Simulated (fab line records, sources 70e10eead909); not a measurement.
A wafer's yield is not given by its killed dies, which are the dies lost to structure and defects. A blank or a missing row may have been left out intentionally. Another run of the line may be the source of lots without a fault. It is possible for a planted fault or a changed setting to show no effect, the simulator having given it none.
fab line records + flow nand_harc
[record]
- lots = 6
- wafers = 18
- last_day = 23
route steps=1159 shown A_SLIT@782 END@1159
lots that met no fault: from a run of the same line without faults
start_h: hours from the record's first day to the start of the lot's first wafer shown + wait_h: hours from the lot's prior step to this one + " the same as in the row above + L1.1+2: one row covering several wafers at once + - either no value or no given start + * or withheld: withheld + < > ~ a bound
route shown NAME@n: NAME is a module with steps in the file, n the number in the route of the first one + usual: the fault-free wafers' mean and standard deviation + same: alike in all rows + chamber/n: place in a boat + sites: each site's reading + _std_site: standard deviation of those values + _edge_site: outer sites' mean less inner sites' + radius_mm: for every site, how far away it sits from the centre of the wafer + mask NAME#n: copy n + behind: the last tool/chamber to shape the wafer + hold: reason for holding the lot/hours on hold/outcome of the hold + device: which transistor (n, p or np) failed to switch + end of line: the same wafers' tests at the end of the route + step lacking rows: just its recipe + killed: dies that structure and defects cost at the first sort, which is not the same as the wafer's yield + map: the dies of a wafer, with x for killed, . for not killed, _ for no die there
set.NAME: the run value of the setting; set.NAME@STEP: its run value at that earlier step + model.NAME: the simulator's own value behind a step, which no gauge read
lots seen at some steps along the route; tables by step, rows by wafer
services: from which hour (start_h, from the record's first day; less than 0 if before it) a tool's chamber was out of use, for how many hours, and why
[[steps]]
[step NHARC_A_SLIT_DEHYDRATE_01]
[recipe]
- temp_c = 150
- time_s = 120
[step NHARC_A_SLIT_HMDS_02]
[recipe]
- time_s = 30
[step NHARC_A_SLIT_COAT_03]
[recipe]
- spin_rpm = 1500
- resist_thk_nm = 90
[step NHARC_A_SLIT_SOFTBAKE_04]
[recipe]
- temp_c = 105
- time_s = 55
[step NHARC_A_SLIT_EBR_05]
[step NHARC_A_SLIT_EXPOSE_06]
[recipe]
- na = 1.35
- dose_mj = 60.82
- mask_id = SLIT
[step NHARC_A_SLIT_PEB_07]
[recipe]
- peb_temp_c = 100
- peb_time_s = 65
[step NHARC_A_SLIT_DEVELOP_08]
[recipe]
- develop_time_s = 35
- dev_temp_c = 23
[step NHARC_A_SLIT_CD_MEAS_09]
[recipe]
- target_cd_nm = 300
- landing_energy_ev = 500
[usual]
- cd_nm = 300.0/0.6
| lot.wafer | tool      | chamber | start_h | wait_h | cd_nm |
|-----------|-----------|---------|---------|--------|-------|
| L434.2    | cd_sem-02 | 0       | 335.77  | -      | 299.9 |
| L434.3    | "         | 0       | "       | "      | 299.9 |
| L434.6    | "         | 0       | "       | "      | 300.0 |
| L439.2    | cd_sem-01 | 0       | 374.34  | -      | 300.4 |
| L439.5    | "         | 0       | "       | "      | 300.6 |
| L439.6    | "         | 0       | "       | "      | 301.0 |
| L443.2    | cd_sem-02 | 0       | 392.62  | -      | 300.4 |
| L443.4    | "         | 0       | "       | "      | 300.5 |
| L443.5    | "         | 0       | "       | "      | 299.7 |
| L444.1    | cd_sem-02 | 0       | 402.11  | -      | 299.5 |
| L444.2    | "         | 0       | "       | "      | 300.6 |
| L444.4    | "         | 0       | "       | "      | 299.7 |
| L445.2    | cd_sem-02 | 0       | 416.28  | -      | 298.8 |
| L445.3    | "         | 0       | "       | "      | 299.0 |
| L445.6    | "         | 0       | "       | "      | 298.9 |
| L449.2    | cd_sem-03 | 0       | 437.83  | -      | 301.1 |
| L449.4    | "         | 0       | "       | "      | 300.9 |
| L449.5    | "         | 0       | "       | "      | 300.3 |
[step NHARC_A_SLIT_OVL_MEAS_10]
[usual]
- overlay_x_nm = -0.1/0.78
- overlay_y_nm = 0.1/0.83
| lot.wafer | tool       | chamber | start_h | wait_h | overlay_x_nm | overlay_y_nm |
|-----------|------------|---------|---------|--------|--------------|--------------|
| L434.2    | overlay-01 | -       | 335.85  | -      | 0.2          | 0.3          |
| L434.3    | "          | -       | "       | "      | 0.4          | -0.2         |
| L434.6    | "          | -       | "       | "      | 0.3          | 0.1          |
| L439.2    | overlay-02 | -       | 374.42  | -      | 1.2          | 0.5          |
| L439.5    | "          | -       | "       | "      | 0.9          | 0.4          |
| L439.6    | "          | -       | "       | "      | 0.6          | -0.3         |
| L443.2    | overlay-02 | -       | 392.71  | -      | -2.0         | 0.1          |
| L443.4    | "          | -       | "       | "      | -1.0         | 0.4          |
| L443.5    | "          | -       | "       | "      | -0.9         | 0.7          |
| L444.1    | overlay-01 | -       | 402.20  | -      | -2.1         | 1.3          |
| L444.2    | "          | -       | "       | "      | -1.6         | 1.0          |
| L444.4    | "          | -       | "       | "      | -2.4         | 0.9          |
| L445.2    | overlay-01 | -       | 416.37  | -      | -0.4         | 0.2          |
| L445.3    | "          | -       | "       | "      | -0.8         | 0.3          |
| L445.6    | "          | -       | "       | "      | -0.3         | 0.8          |
| L449.2    | overlay-01 | -       | 437.92  | -      | -0.7         | 0.4          |
| L449.4    | "          | -       | "       | "      | -0.5         | -0.1         |
| L449.5    | "          | -       | "       | "      | -0.6         | 0.0          |
[step NHARC_A_SLIT_INSPECT_11]
[usual]
- raw_defect_count = 21/9.6
| lot.wafer | tool              | chamber | start_h | wait_h | raw_defect_count |
|-----------|-------------------|---------|---------|--------|------------------|
| L434.2    | defect_inspect-01 | -       | 335.89  | 0.0    | 9                |
| L434.3    | "                 | -       | "       | "      | 14               |
| L434.6    | "                 | -       | "       | "      | 17               |
| L439.2    | defect_inspect-02 | -       | 374.46  | 0.0    | 12               |
| L439.5    | "                 | -       | "       | "      | 18               |
| L439.6    | "                 | -       | "       | "      | 16               |
| L443.2    | defect_inspect-01 | -       | 392.75  | 0.0    | 31               |
| L443.4    | "                 | -       | "       | "      | 29               |
| L443.5    | "                 | -       | "       | "      | 32               |
| L444.1    | defect_inspect-01 | -       | 402.23  | 0.0    | 30               |
| L444.2    | "                 | -       | "       | "      | 36               |
| L444.4    | "                 | -       | "       | "      | 36               |
| L445.2    | defect_inspect-01 | -       | 416.41  | 0.0    | 13               |
| L445.3    | "                 | -       | "       | "      | 17               |
| L445.6    | "                 | -       | "       | "      | 17               |
| L449.2    | defect_inspect-01 | -       | 437.95  | 0.0    | 26               |
| L449.4    | "                 | -       | "       | "      | 37               |
| L449.5    | "                 | -       | "       | "      | 35               |
[step NHARC_A_SLIT_DESCUM_14]
[recipe]
- time_s = 3
- o2_flow_sccm = 200
- ar_flow_sccm = 0
- bias_power_w = 0
- chemistry = O2
[usual]
- drypump_motor_current_A = 5.4/0.35
- oes_product_au = 1.001/0.0089
- rf_vpp_V = 57.8/0.96
- showerhead_plenum_p_Torr = 1.91/0.082
- throttle_valve_pct = 11.311/0.0088
[same]
- time_s = 3
| lot.wafer | tool        | chamber | start_h | wait_h | drypump_motor_current_A | oes_product_au | rf_hours_counter_h | rf_vpp_V | showerhead_plenum_p_Torr | throttle_valve_pct |
|-----------|-------------|---------|---------|--------|-------------------------|----------------|--------------------|----------|--------------------------|--------------------|
| L434.2    | rie_diel-01 | 3       | 335.95  | 0.1    | 5.2                     | 1.008          | 0.4                | 57.0     | 1.79                     | 11.283             |
| L434.3    | "           | 2       | "       | "      | 5.7                     | 1.014          | 0.4                | 57.8     | 1.91                     | 11.298             |
| L434.6    | "           | 3       | "       | "      | 5.3                     | 1.000          | -                  | 57.8     | 1.79                     | 11.304             |
| L439.2    | rie_diel-13 | 0       | 374.53  | 0.1    | 5.2                     | 1.004          | 6.6                | 57.6     | 2.05                     | 11.300             |
| L439.6    | "           | 3       | "       | "      | 5.6                     | 1.007          | -                  | 58.4     | 1.92                     | 11.294             |
| L439.5    | "           | 0       | "       | "      | 5.2                     | 1.002          | -                  | 59.5     | 2.05                     | 11.307             |
| L443.2    | rie_diel-01 | 3       | 392.82  | 0.1    | 5.3                     | 1.001          | 4.5                | 56.5     | 1.79                     | 11.314             |
| L443.4    | "           | 0       | "       | "      | 4.9                     | 0.992          | 5.4                | 56.8     | 1.93                     | 11.320             |
| L443.5    | "           | 3       | "       | "      | 5.3                     | 1.001          | -                  | 57.0     | 1.79                     | 11.323             |
| L444.1    | rie_diel-01 | 3       | 402.29  | 0.1    | 5.3                     | 1.005          | 5.1                | 56.4     | 1.79                     | 11.310             |
| L444.2    | "           | 0       | "       | "      | 5.0                     | 1.001          | 6.2                | 59.5     | 1.93                     | 11.317             |
| L444.4    | "           | 2       | "       | "      | 5.7                     | 1.000          | 5.8                | 57.0     | 1.91                     | 11.304             |
| L445.2    | rie_diel-11 | 0       | 416.47  | 0.1    | 5.4                     | 1.008          | 4.3                | 57.4     | 1.81                     | 11.308             |
| L445.3    | "           | 1       | "       | "      | 4.7                     | 0.982          | 4.1                | 57.8     | 2.03                     | 11.310             |
| L445.6    | "           | 0       | "       | "      | 5.4                     | 0.998          | -                  | 56.9     | 1.81                     | 11.316             |
| L449.4    | rie_diel-11 | 3       | 438.01  | 0.1    | 5.4                     | 1.008          | 5.6                | 56.6     | 1.86                     | 11.292             |
| L449.2    | "           | 2       | "       | "      | 5.9                     | 1.009          | 4.8                | 58.2     | 1.98                     | 11.301             |
| L449.5    | "           | 0       | "       | "      | 5.4                     | 1.009          | -                  | 58.2     | 1.81                     | 11.319             |
[step NHARC_A_SLIT_ETCH_24]
[recipe]
- target_depth_a = 1210
- time_s = 60.5
- cf4_flow_sccm = 100
- chf3_flow_sccm = 30
- ar_flow_sccm = 0
- rf_w = 500
- bias_w = 200
- chemistry = CF4/CHF3
[usual]
- chf3_flow_sccm = 30.01/0.088
- drypump_motor_current_A = 5.4/0.37
- oes_product_au = 0.965/0.016
- rf_vpp_V = 370.6/2.5
- showerhead_plenum_p_Torr = 1.58/0.063
- throttle_valve_pct = 16.802/0.0083
[same]
- time_s = 60.5
| lot.wafer | tool        | chamber | start_h | wait_h | chf3_flow_sccm | drypump_motor_current_A | oes_product_au | rf_hours_counter_h | rf_vpp_V | showerhead_plenum_p_Torr | throttle_valve_pct |
|-----------|-------------|---------|---------|--------|----------------|-------------------------|----------------|--------------------|----------|--------------------------|--------------------|
| L434.3    | rie_diel-01 | 2       | 336.04  | 0.1    | 30.19          | 5.7                     | 0.984          | 0.4                | 369.6    | 1.57                     | 16.807             |
| L434.2    | "           | 3       | "       | "      | 30.18          | 5.3                     | 0.964          | 0.4                | 365.4    | 1.48                     | 16.803             |
| L434.6    | "           | 3       | "       | "      | 30.14          | 5.3                     | 0.961          | -                  | 367.9    | 1.48                     | 16.801             |
| L439.2    | rie_diel-13 | 1       | 374.62  | 0.1    | 30.17          | 5.9                     | 0.978          | 7.0                | 370.4    | 1.58                     | 16.794             |
| L439.5    | "           | 2       | "       | "      | 30.07          | 5.2                     | 0.954          | -                  | 368.5    | 1.50                     | 16.804             |
| L439.6    | "           | 3       | "       | "      | 30.08          | 5.6                     | 0.980          | -                  | 370.6    | 1.58                     | 16.798             |
| L443.2    | rie_diel-01 | 1       | 392.89  | 0.1    | 30.00          | 4.8                     | 0.985          | 6.1                | 370.1    | 1.57                     | 16.812             |
| L443.4    | "           | 0       | "       | "      | 30.04          | 5.0                     | 0.842          | 5.4                | 371.8    | 1.59                     | 16.789             |
| L443.5    | "           | 1       | "       | "      | 30.08          | 4.8                     | 0.976          | -                  | 369.6    | 1.57                     | 16.806             |
| L444.2    | rie_diel-01 | 3       | 402.38  | 0.1    | 29.93          | 5.3                     | 0.949          | 5.1                | 367.5    | 1.48                     | 16.798             |
| L444.1    | "           | 0       | "       | "      | 30.00          | 5.0                     | 0.834          | 6.2                | 370.0    | 1.58                     | 16.806             |
| L444.4    | "           | 2       | "       | "      | 29.91          | 5.7                     | 0.989          | 5.8                | 371.5    | 1.57                     | 16.800             |
| L445.2    | rie_diel-11 | 0       | 416.55  | 0.1    | 30.10          | 5.4                     | 0.959          | 4.3                | 368.7    | 1.49                     | 16.810             |
| L445.3    | "           | 3       | "       | "      | 30.06          | 5.4                     | 0.965          | 4.0                | 368.2    | 1.54                     | 16.805             |
| L445.6    | "           | 1       | "       | "      | 29.90          | 4.7                     | 0.968          | -                  | 372.5    | 1.66                     | 16.812             |
| L449.2    | rie_diel-11 | 1       | 438.10  | 0.1    | 30.04          | 4.8                     | 0.973          | 5.8                | 372.7    | 1.66                     | 16.792             |
| L449.4    | "           | 3       | "       | "      | 30.11          | 5.4                     | 0.969          | 5.6                | 369.3    | 1.54                     | 16.804             |
| L449.5    | "           | 1       | "       | "      | 29.99          | 4.8                     | 0.964          | -                  | 374.5    | 1.66                     | 16.792             |
[step NHARC_A_SLIT_ETCH_15]
[recipe]
- target_depth_a = 32000
- over_etch_frac = 0.3
- time_s = 832
- ion_energy_ev = 150
- o2_flow_sccm = 400
- cos_flow_sccm = 20
- ar_flow_sccm = 0
- rf_w = 500
- bias_w = 300
- chemistry = O2/COS
[usual]
- cos_flow_sccm = 20.00/0.06
- drypump_motor_current_A = 5.4/0.39
- oes_product_au = 0.999/0.0098
- rf_vpp_V = 314.0/1.8
- showerhead_plenum_p_Torr = 3.12/0.12
- throttle_valve_pct = 28.330/0.0089
[same]
- over_etch_frac = 0.3
- time_s = 832
| lot.wafer | tool        | chamber | start_h | wait_h | cos_flow_sccm | drypump_motor_current_A | oes_product_au | rf_hours_counter_h | rf_vpp_V | showerhead_plenum_p_Torr | throttle_valve_pct |
|-----------|-------------|---------|---------|--------|---------------|-------------------------|----------------|--------------------|----------|--------------------------|--------------------|
| L434.3    | rie_diel-01 | 0       | -       | -      | 19.99         | 5.0                     | 1.003          | 0.5                | 315.8    | 3.15                     | 28.335             |
| L434.2    | "           | 1       | "       | "      | 19.94         | 4.8                     | 0.999          | 0.4                | 313.5    | 3.11                     | 28.325             |
| L434.6    | "           | 1       | "       | "      | 19.94         | 4.8                     | 0.998          | -                  | 314.8    | 3.11                     | 28.332             |
| L439.2    | rie_diel-13 | 1       | -       | -      | 19.95         | 5.9                     | 0.997          | 7.1                | 314.2    | 3.14                     | 28.331             |
| L439.6    | "           | 1       | "       | "      | 19.98         | 6.0                     | 0.995          | -                  | 313.0    | 3.14                     | 28.328             |
| L439.5    | "           | 2       | "       | "      | 19.99         | 5.2                     | 0.972          | -                  | 312.6    | 2.97                     | 28.313             |
| L443.4    | rie_diel-01 | 2       | -       | -      | 19.94         | 5.7                     | 1.002          | 5.3                | 313.6    | 3.12                     | 28.323             |
| L443.2    | "           | 3       | "       | "      | 19.99         | 5.3                     | 0.999          | 4.7                | 313.1    | 2.93                     | 28.331             |
| L443.5    | "           | 0       | "       | "      | 19.97         | 4.9                     | 0.992          | -                  | 314.9    | 3.14                     | 28.327             |
| L444.4    | rie_diel-01 | 1       | -       | -      | 19.84         | 4.8                     | 1.004          | 7.1                | 313.6    | 3.11                     | 28.341             |
| L444.1    | "           | 2       | "       | "      | 20.13         | 5.7                     | 1.008          | 6.0                | 315.6    | 3.12                     | 28.321             |
| L444.2    | "           | 3       | "       | "      | 20.05         | 5.3                     | 1.004          | 5.3                | 312.1    | 2.93                     | 28.321             |
| L445.2    | rie_diel-11 | 1       | -       | -      | 20.09         | 4.7                     | 0.981          | 4.3                | 315.5    | 3.30                     | 28.343             |
| L445.3    | "           | 0       | "       | "      | 19.99         | 5.4                     | 0.997          | 4.4                | 310.7    | 2.96                     | 28.321             |
| L445.6    | "           | 1       | "       | "      | 20.01         | 4.8                     | 0.979          | -                  | 317.0    | 3.30                     | 28.323             |
| L449.4    | rie_diel-11 | 3       | -       | -      | 19.94         | 5.4                     | 1.007          | 5.7                | 312.6    | 3.04                     | 28.343             |
| L449.2    | "           | 0       | "       | "      | 19.97         | 5.5                     | 0.997          | 5.8                | 310.6    | 2.96                     | 28.318             |
| L449.5    | "           | 2       | "       | "      | 19.99         | 5.9                     | 1.002          | -                  | 315.8    | 3.22                     | 28.328             |
[step NHARC_END_SORT_01]
[recipe]
- temp_c = 25
[usual]
- killed_at_array = 28/11
- killed_at_other = 0.7/1.1
- killed_at_periphery = 2.9/2
- killed_dies = 32/11
- killed_open = 3.2/1.8
- killed_short = 2.0/1.4
[same]
- gross_dies = 677
| lot.wafer | tool      | chamber | start_h | wait_h | killed_at_array | killed_at_other | killed_at_periphery | killed_dies | killed_open | killed_short |
|-----------|-----------|---------|---------|--------|-----------------|-----------------|---------------------|-------------|-------------|--------------|
| L443.4    | prober-02 | 0       | 504.67  | 3.4    | 588             | 0               | 0                   | 588         | 3           | 5            |
| L444.1    | prober-01 | 0       | 517.08  | 2.5    | 606             | 0               | 3                   | 609         | 3           | 1            |
// killed by level:class
L443.4 A_SLIT:area_etch=561 A_CHANNEL_HOLE_D1:chamber_film_flake=15 A_CHANNEL_FILL_D1:geometric_particle:short=4 A_WL_FILL:geometric_particle:short=1 A_CONTACT:geometric_particle:open=1 A_BLC:geometric_particle:open=1 A_M0:geometric_particle:open=1 A_ZERO_WELL:chamber_film_flake=1
L444.1 A_SLIT:area_etch=564 A_CHANNEL_HOLE_D1:chamber_film_flake=23 A_SLIT:chamber_film_flake=13 A_CONTACT:chamber_film_flake=3 A_ONON_D1:geometric_particle:open=2 P_CONTACT:geometric_particle:open=1 A_SGD_CUT:geometric_particle:short=1 P_ZERO_WELL:chamber_film_flake=1
// map L443.4 (x killed, . not)
____________x____________
_________x.x.x.._________
_______x.x.x.xxx.._______
______x.xxx.xxx....______
_____x.xxxxx.xxxx..x_____
____x.xxxx.xxxxxxxxx.____
____xxxxxxxxxxxxxxxxx____
___xxxxx.xxxxxxxxxx..x___
___xxxxxxxxxxxxxx.x.xx___
__.xxxxxxxxxxxxxxxxxxxx__
__xx.xxxxxxxxxxxxxxxx.x__
_.xxxxxxxxxxxxxxxxxxx.xx_
_xxxxxxxxxxxxxxxxxxxxx.x_
_xxxxxxxxxxxxxxxxxxxxxx._
_xxxxxxxxxxxxxxxxxxxxx.x_
_xxxxxxxxxxxxxxxxxxxxxxx_
.xxxxxxxxxxxxxxxxxxxxxxxx
..xxxxxxxxxxxxxxxxxxxxx..
xxxxxxxxxxxxxxxxxxxxxxx.x
.x.xxxxxxxxxxxxxxxxxxxxxx
xxxxxxxxxxxxxxxxxxxxxxxx.
_xxxxxxxxxxxxxxxxxxxxxxx_
_..xxxxxxxxxxxxxxxxxxx.x_
_.xxxxxxxxxxxxxxxxxxxxx._
_..xxxxxxxxxxxxxxxxxx.xx_
_...xxxxxxxxxxxxxxxxxx.._
__xxxxxxxxxxxxxxxxxxxxx__
__.x.xxxxxxxxxxxxxxxxx.__
___..xxxxxxxxxxx.xxxxx___
___x.x.xxxxx.xxxxxxxxx___
____x.xxxxxxxxxxxxx.x____
____..x.xxxxxxxxxx.xx____
_____xxxx.xxxx..x..._____
______...xxx.xxxxxx______
_______.xxxxx.xx.._______
_________..xxx.x_________
____________x____________
// map L444.1 (x killed, . not)
____________x____________
_________.xx.xx._________
_______xx.xxxxx.xx_______
______xxxxxxxxxxx.x______
_____xxx...xxxxx.xx._____
____.xxxxxxxxxxxxxx.x____
____xxxxxxxxxxxxx.xxx____
___xxx.xxxxxxxxx..xxxx___
___.x.xxxxxxxxxxxxxxx.___
__.xxxxxxxxxxxxxxxxxxxx__
__xxxxxxxxxxxxxxxxxxxxx__
_.xxxxxxx.xxxxxxxxxxxxxx_
_.xx.xxxx.xxxxxxxxxxxxx._
_xxxxxxxxxxxxxxxxxxxxxxx_
_.xxxxxxxxxxxxxxxxxxxxxx_
_x.xxxxxxxxxxxxxxxxxxxxx_
xxxxxxxxxxxxxxxxxxxxxxxxx
xxxxxxxxxxxxxxxxxxxxxxx.x
.xxxxxxxxxxxxxxxxxxxxxxxx
..xxxxxxxxxxxxxxxxxxxxxxx
.xxxxxxxxxxxxxxxxxxxxxxxx
_xxxxxxxxxxxxxxxxxxxxxxx_
_xxxxxxxxxxxxxxxxxxxxxxx_
_xxx.xxxxxxxxxxxxxxxxxx._
_.x.xxxxxxxxxxxxxxxxxxxx_
_.x.xxxxxxxxxxxxxxxxxxxx_
__xx.xxxxxxxxxxxxxxxxx.__
__xxxxxxxxxxxxxx.xxxxxx__
___.x.xxxxxxxxxxxx.xxx___
___xx.xxxxxxxxxxxxx.xx___
____xxxxx.xxxxxxxxxxx____
____.x.xxxxxxxxxxxxxx____
_____.xxxxx.xxxx.xxx_____
______.xxxx.xxxxxx.______
_______.xx.x.xx.x._______
_________..xx..._________
____________.____________
[[services]]
| tool        | chamber | start_h | hours | kind       |
|-------------|---------|---------|-------|------------|
| rie_diel-01 | -       | 314.83  | 9.0   | pm         |
| rie_diel-01 | 0       | 314.83  | 9.0   | vent_cycle |
| rie_diel-01 | 1       | 314.83  | 9.0   | vent_cycle |
| rie_diel-01 | 2       | 314.83  | 9.0   | vent_cycle |
| rie_diel-01 | 3       | 314.83  | 9.0   | vent_cycle |
| rie_diel-01 | 0       | 323.83  | -     | clean      |
| rie_diel-01 | 1       | 323.83  | -     | clean      |
| rie_diel-01 | 2       | 323.83  | -     | clean      |
| rie_diel-01 | 3       | 323.83  | -     | clean      |
| rie_diel-11 | 3       | 337.69  | 2.8   | repair     |
| rie_diel-11 | 3       | 344.24  | 1.4   | repair     |
| rie_diel-01 | 0       | 348.33  | -     | clean      |
| rie_diel-01 | 1       | 348.33  | -     | clean      |
| rie_diel-01 | 2       | 348.33  | -     | clean      |
| rie_diel-01 | 3       | 348.33  | -     | clean      |
| rie_diel-11 | -       | 366.50  | 9.0   | pm         |
| rie_diel-01 | 0       | 372.83  | -     | clean      |
| rie_diel-01 | 1       | 372.83  | -     | clean      |
| rie_diel-01 | 2       | 372.83  | -     | clean      |
| rie_diel-01 | 3       | 372.83  | -     | clean      |
| rie_diel-01 | 0       | 397.43  | -     | clean      |
| rie_diel-11 | 2       | 399.75  | 4.5   | repair     |
| rie_diel-01 | 1       | 433.01  | 8.9   | repair     |
| rie_diel-01 | 2       | 436.82  | 6.7   | repair     |
[[key]]
[first_sign]
- step = NHARC_A_SLIT_ETCH_24
- reading = oes_product_au
- direction = down
- sigmas = 8.2
- usual = 0.965
- struck = 0.838
[effect]
- step = NHARC_END_SORT_01
- reading = killed_at_array
- direction = up
- sigmas = 52
- usual = 28
- struck = 597
[more_kills_born_at]
- NHARC_A_SLIT_ETCH_24@rie_diel-01 = 1125
met_at NHARC_A_SLIT_ETCH_24
struck_wafers L443.4,L444.1
later_rows_left_out L443.4,L444.1
tester_left_out L443,L444
[fault]
- kind = process_parameter_drift
- tool = rie_diel-01
- chamber = 0
- onset_h = 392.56
- steps = NHARC_A_SLIT_ETCH_24
- channel = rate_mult
- offset = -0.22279
- shape = step
- end_h = 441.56
// tester_left_out: of these lots the tester's yield and bins aren't shown, on N5 and GAA mostly nor the transistor test; their killed dies are dies lost to structure and defects alone, not to doping, threshold or leakage, so they don't give the yield
// later_rows_left_out: the simulator's readings of these wafers behind a module that went badly wrong aren't trusted and aren't shown, but for the sort
